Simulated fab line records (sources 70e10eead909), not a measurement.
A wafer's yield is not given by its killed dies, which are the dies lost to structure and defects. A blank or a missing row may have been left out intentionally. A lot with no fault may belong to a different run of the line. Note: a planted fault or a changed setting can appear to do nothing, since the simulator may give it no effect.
Which tool is to blame?	flow nand-harc	13 lots with 39 wafers sampled at 6 steps, on a route of 1302 steps

## WHAT EACH GAUGE READ, for each wafer
NHARC_A_START_INSPECT_01. Usual: raw-defect-count 3.6, standard deviation 2.
lot	measured	on	raw-defect-count	flag
L424	day 6 19:41	defect-inspect-01	6 3 1	
L425	day 7 03:51	defect-inspect-01	4 3 6	
L426	day 7 18:59	defect-inspect-01	3 3 0	
L427	day 7 20:05	defect-inspect-02	2 5 5	
L431	day 9 23:03	defect-inspect-01	3 6 3	
L432	day 10 05:49	defect-inspect-01	7 7 4	
L433	day 10 16:11	defect-inspect-01	2 6 7	
L435	day 11 01:47	defect-inspect-01	2 1 3	
L440	day 13 11:58	defect-inspect-02	6 3 4	
L441	day 13 20:43	defect-inspect-01	2 8 4	
L443	day 14 12:57	defect-inspect-01	2 4 4	
L444	day 15 02:52	defect-inspect-01	0 5 5	
L446	day 15 22:41	defect-inspect-02	5 3 0	

NHARC_A_ONON_D1_THK_MEAS_02: measures by ellipsometry. Usual: thk-nm 1003 nm, standard deviation 10.
lot	measured	on	thk-nm (nm)	flag
L424	day 7 21:29	film-metro-02	996 995 995	
L425	day 8 03:05	film-metro-01	1005 1004 1004	
L426	day 8 17:43	film-metro-02	1007 1007 1008	
L427	day 8 17:42	film-metro-01	1016 1017 1017	
L431	day 10 20:52	film-metro-01	981 980 981	
L432	day 11 07:19	film-metro-01	1016 1015 1016	
L433	day 11 14:58	film-metro-01	1107 1107 1109	OFF
L435	day 11 23:38	film-metro-02	1087 1086 1088	OFF
L440	day 14 11:34	film-metro-02	1020 1018 1018	
L441	day 15 07:21	film-metro-01	998 997 998	
L443	day 15 11:00	film-metro-01	1005 1006 1005	
L444	day 16 01:37	film-metro-02	1006 1007 1004	
L446	day 16 22:03	film-metro-01	1016 1015 1016	

NHARC_A_ONON_D1_THK_MEAS_05: measures by ellipsometry. Usual: thk-nm 1001 nm, standard deviation 11.
lot	measured	on	thk-nm (nm)	flag
L424	day 7 22:04	film-metro-02	982 982 981	
L425	day 8 03:40	film-metro-01	1005 1005 1004	
L426	day 8 18:23	film-metro-01	1002 1003 1001	
L427	day 8 18:16	film-metro-02	1020 1019 1019	
L431	day 10 21:25	film-metro-02	989 991 991	
L432	day 11 07:53	film-metro-01	1010 1012 1012	
L433	day 11 15:32	film-metro-02	1003 1004 1003	
L435	day 12 00:12	film-metro-01	993 993 993	
L440	day 14 12:08	film-metro-01	1005 1004 1005	
L441	day 15 07:55	film-metro-02	988 987 988	
L443	day 15 11:34	film-metro-01	1022 1022 1022	
L444	day 16 02:11	film-metro-01	987 986 987	
L446	day 16 22:38	film-metro-01	990 989 990	

NHARC_END_SORT_01. Usual: killed-at-array 58, standard deviation 17; killed-at-other 1.0, standard deviation 1.4; killed-at-periphery 3.6, standard deviation 2.4; killed-dies 62, standard deviation 17; killed-open 3.4, standard deviation 2; killed-short 2.2, standard deviation 1.6.
lot	measured	on	killed-at-array	killed-at-other	killed-at-periphery	killed-dies	killed-open	killed-short	flag
L424	day 25 05:26	prober-01	62 54 85	1 7 5	2 2 2	65 63 92	5 0 3	3 4 4	
L425	day 24 20:49	prober-01	50 53 51	0 0 0	4 2 2	54 55 53	1 2 1	3 4 1	
L426	day 25 08:30	prober-02	69 63 63	0 1 0	8 3 0	77 67 63	1 0 3	4 2 0	
L427	day 24 20:53	prober-02	62 73 66	3 2 0	3 3 1	68 78 67	2 2 0	2 1 2	
L431	day 27 17:59	prober-01	54 60 65	0 0 0	10 3 7	64 63 72	9 4 6	5 2 1	
L432	day 28 17:59	prober-02	62 60 69	3 1 0	3 1 3	68 62 72	3 2 3	1 2 2	
L433	day 28 09:22	prober-02	44 43 33	0 0 0	2 2 1	46 45 34	3 4 0	1 0 1	
L435	day 28 18:42	prober-01	52 59 42	2 0 3	6 7 1	60 66 46	1 3 1	7 1 1	
L440	day 30 13:36	prober-02	23 22 18	0 0 2	3 6 8	26 28 28	1 2 5	1 3 4	
L441	day 32 03:44	prober-01	94 102 93	3 1 0	1 2 4	98 105 97	4 1 2	1 1 2	
L443	day 31 19:51	prober-01	51 52 54	0 1 0	5 4 3	56 57 57	3 7 4	3 2 1	
L444	day 32 11:31	prober-02	67 69 57	2 1 0	10 2 0	79 72 57	4 1 3	4 3 2	
L446	day 33 09:22	prober-02	58 61 55	1 0 1	3 0 3	62 61 59	4 7 4	5 0 1	

## EACH LOT AND THE TOOL THAT RAN IT (in order: tool; ch and the chambers of the sampled wafers; start)
lot	NHARC_A_ZERO_WELL_ETCH_13	NHARC_A_ONON_D1_DEP_00
L424	rie-si-02 ch 0,3, day 6 20:45	pecvd-onon-02 ch 0, day 7 21:02
L425	rie-si-01 ch 1,2, day 7 05:03	pecvd-onon-02 ch 0, day 8 02:35
L426	rie-si-05 ch 1,2,3, day 7 20:11	pecvd-onon-01 ch 0, day 8 17:16
L427	rie-si-02 ch 0,1, day 7 21:10	pecvd-onon-04 ch 0, day 8 17:11
L431	rie-si-02 ch 1,2, day 10 00:08	pecvd-onon-01 ch 0, day 10 20:25
L432	rie-si-02 ch 1,2,3, day 10 07:04	pecvd-onon-04 ch 0, day 11 06:52
L433	rie-si-01 ch 0,1, day 10 17:24	pecvd-onon-02 ch 0, day 11 14:28
L435	rie-si-02 ch 0,3, day 11 02:52	pecvd-onon-02 ch 0, day 11 23:14
L440	rie-si-05 ch 0,1,2, day 13 13:10	pecvd-onon-02 ch 0, day 14 11:04
L441	rie-si-02 ch 0,1, day 13 21:55	pecvd-onon-02 ch 0, day 15 06:53
L443	rie-si-02 ch 0,2, day 14 14:09	pecvd-onon-02 ch 0, day 15 10:33
L444	rie-si-01 ch 1,2,3, day 15 04:04	pecvd-onon-02 ch 0, day 16 01:07
L446	rie-si-02 ch 1,2, day 15 23:53	pecvd-onon-02 ch 0, day 16 21:32
- NHARC_A_ZERO_WELL_ETCH_13: etches the open film in HBr/Cl2, target depth 120 nm, time 40.1 s.
- NHARC_A_ONON_D1_DEP_00: target thk 1000 nm.

## AS READ BY THE TOOLS THEMSELVES (means over the sampled wafers that have a number; for cases with no such wafer, the mark the record gives instead)
NHARC_A_ZERO_WELL_ETCH_13. Usual: drypump-motor-current-A 5.9 A, standard deviation 0.49; oes-product-au 0.998 a.u., standard deviation 0.0087; rf-fwd-power-W 394.3 W, standard deviation 2.1; throttle-valve-pct 26.406 %, standard deviation 0.0088.
lot	tool	drypump-motor-current-A (A)	oes-product-au (a.u.)	rf-fwd-power-W (W)	throttle-valve-pct (%)	flag
L424	rie-si-02	5.9	1.006	392.1	26.403	
L425	rie-si-01	5.4	0.992	393.4	26.412	
L426	rie-si-05	6.2	0.998	395.9	26.415	
L427	rie-si-02	5.3	0.989	393.0	26.402	
L431	rie-si-02	5.5	1.006	395.3	26.398	
L432	rie-si-02	5.9	0.994	394.1	26.404	
L433	rie-si-01	5.8	1.000	394.4	26.402	
L435	rie-si-02	6.3	0.999	390.8	26.414	
L440	rie-si-05	6.1	0.992	395.9	26.396	
L441	rie-si-02	5.4	1.001	394.5	26.404	
L443	rie-si-02	5.6	1.004	392.4	26.408	
L444	rie-si-01	5.8	0.996	394.8	26.404	
L446	rie-si-02	5.4	0.995	394.6	26.408	

## THE ANSWER, worked out from the rows above alone
Rule: take the mean of a lot's wafers that have a number; if it is more than 3 standard deviations from the usual mean, the lot is off. Also off: a lot with no number at a reading for which 4 or more lots have one. All remaining lots with rows at the step are treated as sound. After the gauges, taken in route order, come the tools' own readings; for these a lot's mean is taken, as printed above. At the first step where some lot is off, the reading lying furthest off is the one used; lots without a number count as furthest.
Off, at NHARC_A_ONON_D1_THK_MEAS_02 on thk-nm: L433, L435.
A tool fits if, at a process step before that reading, it ran every lot that is off, and no sound lot after the first of them. The gauges at NHARC_A_ONON_D1_THK_MEAS_02 are tried like those tools. No candidate that was tried fits.

## WHAT THE SIMULATOR HAD PUT IN
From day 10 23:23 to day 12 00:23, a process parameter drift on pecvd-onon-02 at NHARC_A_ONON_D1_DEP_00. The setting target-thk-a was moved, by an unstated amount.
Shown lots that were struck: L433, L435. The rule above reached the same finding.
